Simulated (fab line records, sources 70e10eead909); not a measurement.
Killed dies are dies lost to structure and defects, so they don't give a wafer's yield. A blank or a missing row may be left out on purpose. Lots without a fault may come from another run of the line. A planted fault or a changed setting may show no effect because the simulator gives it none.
A struck lot beside a sound one | flow nand_harc | 13 steps out of a route of 1159
Sound: wafers L773.3, L773.4, L773.5. Struck: wafers L766.1, L766.3, L766.6. The cause comes at the end.
At each step with rows: each side's tool, then ch and its chambers, then its first start. Under that, the readings that differ: sound wafers | struck wafers | difference of the means | sigmas: that difference in standard deviations of wafers without a fault.
alike: readings whose means differ by less than 2 such deviations, and words and numbers that are the same on both sides. not compared: withheld readings, readings that some wafer has no value for, bounds like >300 that may hide the same value, and numbers for which the record gives no deviation and whose values overlap.
The two part at a step that has a row with sigmas, a row that says differs or no value, or rows on one side only. Numbers that don't overlap but have no deviation are shown without sigmas and don't part them. A reading that every wafer of one side lacks parts them only if that side has two wafers or more.

NHARC_P_M0_PRE_CLEAN_29: time 30 s.
  sound on pvd_sputter-01; struck on pvd_sputter-03
  alike: heater_power_w
then, 1 step without rows for these wafers: NHARC_P_M0_PVD_20 (deposits TaN, target thk 5 nm, time 8.06 s).
NHARC_P_M0_PVD_21: deposits Cu, target thk 30 nm, time 20.49 s.
  sound on pvd_sputter-01; struck on pvd_sputter-03
  alike: cathode_dc_power_W, chamber_pressure_pa, throttle_valve_pct
then, 1 step without rows for these wafers: NHARC_P_M0_ECD_22 (material Cu, target thk 400 nm).
NHARC_P_M0_ANNEAL_30: time 90 s.
  sound on rtp_anneal-02 ch 0, day 10 18:52; struck on rtp_anneal-01 ch 0, day 9 03:19
  alike: wafer_temp_C_max
then, 1 step without rows for these wafers: NHARC_P_M0_CMP_23 (polishes, t overpolish 20 s, target thk 117.53 nm).
NHARC_P_M0_THK_MEAS_24: measures by xrf.
  sound on film_metro-01, day 10 19:26; struck on film_metro-02, day 9 03:58
  alike: thk_nm
then, 1 step without rows for these wafers: NHARC_P_M0_SRD_25.
NHARC_P_M0_INSPECT_27:
  sound on defect_inspect-02, day 10 19:37; struck on defect_inspect-01, day 9 04:08
  alike: raw_defect_count
NHARC_P_M0_PRE_CLEAN_31: time 12 s.
  sound on pecvd-04 ch 0,1,2, day 10 19:48; struck on pecvd-03 ch 0,2, day 9 04:13
  alike: heater_power_outer_w, heater_power_w, rf_fwd_power_W
NHARC_P_M0_DEP_32: deposits SiCN, target thk 30 nm.
  sound on pecvd-04 ch 0,1,2, day 10 19:53; struck on pecvd-03 ch 0,2, day 9 04:19
  alike: chamber_pressure_Torr, heater_power_outer_w, heater_power_w, rf_fwd_power_W
NHARC_P_M1_DEP_00: deposits SiOC, target thk 182.5 nm.
  sound on pecvd-04 ch 1,2, day 10 20:16; struck on pecvd-02 ch 0,2, day 9 04:41
  no value came back on the struck wafers for chamber_pressure_Torr (Torr), rf_fwd_power_W (W); on the sound wafers chamber_pressure_Torr (Torr) reads 5.008 5.019 5.003
then, 1 step without rows for these wafers: NHARC_P_M1_DEHYDRATE_01 (time 120 s).

WHERE THEY PART
Only at NHARC_P_M1_DEP_00, within this record.

WHY: what the simulator had put in
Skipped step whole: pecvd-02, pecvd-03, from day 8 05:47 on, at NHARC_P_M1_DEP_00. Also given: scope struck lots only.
